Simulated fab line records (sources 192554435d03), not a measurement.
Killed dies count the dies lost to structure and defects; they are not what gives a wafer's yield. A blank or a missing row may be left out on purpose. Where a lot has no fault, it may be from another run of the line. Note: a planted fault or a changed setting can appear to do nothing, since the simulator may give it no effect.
Chamber matching	flow n5-finfet	rie-diel-06 running N5_BEOL_M12_DESCUM_15: 4 sister chambers
The step chemistry O2, time 7.9 s. 18 wafers are shown with their chamber, then 9 later ones without.

EACH WAFER AND ITS CHAMBER
wafer	chamber	drypump-motor-current-A (A)	showerhead-plenum-p-Torr (Torr)	throttle-valve-pct (%)
L077.1	0	5.2	2.17	20.97
L077.4	3	5.9	1.99	20.51
L077.6	1	5.2	2.03	20.18
L080.1	0	5.2	2.17	21.01
L080.3	1	5.2	2.03	20.19
L080.5	3	5.9	1.98	20.55
L082.1	2	5.1	2.13	20.47
L082.4	0	5.2	2.16	21.01
L082.5	2	5.1	2.13	20.46
L079.2	3	5.9	1.98	20.55
L079.3	2	5.1	2.13	20.47
L079.5	3	5.9	1.98	20.52
L085.2	0	5.2	2.16	21.01
L085.5	1	5.2	2.02	20.20
L085.6	0	5.2	2.16	21.03
L088.2	1	5.1	2.02	20.21
L088.3	3	5.9	1.98	20.58
L088.4	2	5.1	2.13	20.47

SIGNATURES (averages over the wafers above)
reading	chamber 0	chamber 1	chamber 2	chamber 3	scatter within a chamber
drypump-motor-current-A	5.200	5.175	5.100	5.900	0.0231
showerhead-plenum-p-Torr	2.1640	2.0250	2.1300	1.9820	0.00463
throttle-valve-pct	21.0060	20.1950	20.4675	20.5420	0.02
Rule: for each reading, subtract the chamber's mean from the wafer's reading, divide by that reading's scatter and square the result; add these up over the readings and take the root, which gives the wafer's distance from the chamber. The wafer belongs to the nearest chamber; if the next one is less than 2 further off, it can't be placed. The scatter: the root of (the sum of the squares of (reading less its chamber's mean) over the shown wafers, divided by (wafers less chambers)).

WAFERS WHOSE CHAMBER IS MISSING
wafer	drypump-motor-current-A (A)	showerhead-plenum-p-Torr (Torr)	throttle-valve-pct (%)
L089.1	5.2	2.02	20.20
L089.4	5.9	1.98	20.55
L089.6	5.1	2.13	20.46
L092.3	5.9	1.97	20.58
L092.5	5.2	2.02	20.24
L092.6	5.1	2.13	20.48
L095.2	5.2	2.16	20.58
L095.5	5.2	2.16	20.57
L095.6	5.2	2.01	20.25

EACH ONE'S CHAMBER
wafer	from the rows above	in truth
L089.1	1	1
L089.4	3	3
L089.6	2	2
L092.3	3	3
L092.5	1	1
L092.6	2	2
L095.2	2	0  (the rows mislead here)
L095.5	2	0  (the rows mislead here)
L095.6	1	1
Correctly placed: 7 of 9. Number that these rows cannot place: 0. Number placed wrongly: 2.
